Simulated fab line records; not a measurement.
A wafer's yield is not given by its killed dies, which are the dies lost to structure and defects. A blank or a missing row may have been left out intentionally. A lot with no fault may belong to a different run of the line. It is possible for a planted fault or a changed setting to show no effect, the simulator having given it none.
Matching of chambers    flow n5-finfet    N5_BEOL_M10_STRIP_67 on rie-diel-02: 4 sister chambers
The step strips in CF4. 16 wafers are shown with their chamber, then 8 later ones without.

EACH WAFER AND ITS CHAMBER
wafer   chamber  showerhead-plenum-p-Torr (Torr)  drypump-motor-current-A (A)  throttle-valve-pct (%)
L075.2  3        1.86                             5.4                          13.72
L075.4  0        1.80                             5.4                          13.86
L075.6  2        1.75                             5.1                          13.61
L079.3  2        1.74                             5.1                          13.61
L079.4  0        1.79                             5.4                          13.90
L079.5  1        1.74                             5.1                          13.57
L078.2  1        1.74                             5.1                          13.59
L078.5  3        1.86                             5.4                          13.76
L078.6  0        1.79                             5.4                          13.89
L082.1  0        1.79                             5.4                          13.89
L082.3  2        1.74                             5.1                          13.65
L082.5  1        1.74                             5.0                          13.57
L087.3  3        1.86                             5.4                          13.78
L087.4  0        1.79                             5.4                          13.89
L087.5  0        1.79                             5.4                          13.91
L084.2  3        1.85                             5.4                          13.79

SIGNATURES, as means of the wafers listed above
reading                   chamber 0  chamber 1  chamber 2  chamber 3  scatter within a chamber
showerhead-plenum-p-Torr  1.7917     1.7400     1.7433     1.8575     0.00433
drypump-motor-current-A   5.400      5.067      5.100      5.400      0.0236
throttle-valve-pct        13.8900    13.5767    13.6233    13.7625    0.0216
Rule: distance of a wafer from a chamber = root of the sum over the readings of ((wafer's reading minus chamber's mean) / reading's scatter) squared. The wafer belongs to the nearest chamber; if the next one is less than 2 further off, it can't be placed. The scatter: take each reading less its chamber's mean, square it, sum over the shown wafers, divide by the number of wafers less the number of chambers, and take the root.

WAFERS WHOSE CHAMBER IS MISSING
wafer   showerhead-plenum-p-Torr (Torr)  drypump-motor-current-A (A)  throttle-valve-pct (%)
L084.4  1.79                             5.4                          13.91
L084.6  1.74                             5.0                          13.59
L092.1  1.74                             5.1                          13.69
L092.2  1.79                             5.4                          13.94
L092.3  1.74                             5.1                          13.62
L097.2  1.73                             5.1                          13.72
L097.4  1.85                             5.4                          13.84
L097.5  1.73                             5.1                          13.66

WHICH CHAMBER EACH WENT THROUGH
wafer   from the rows above      in truth
L084.4  0                        0
L084.6  can't be placed: 1 or 2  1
L092.1  2                        2
L092.2  0                        0
L092.3  can't be placed: 2 or 1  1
L097.2  can't be placed: 2 or 1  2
L097.4  3                        3
L097.5  can't be placed: 2 or 1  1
Correct placement for 4 of the 8. These rows do not allow placing 4 (true chamber among the candidates in 4). Number placed wrongly: 0.
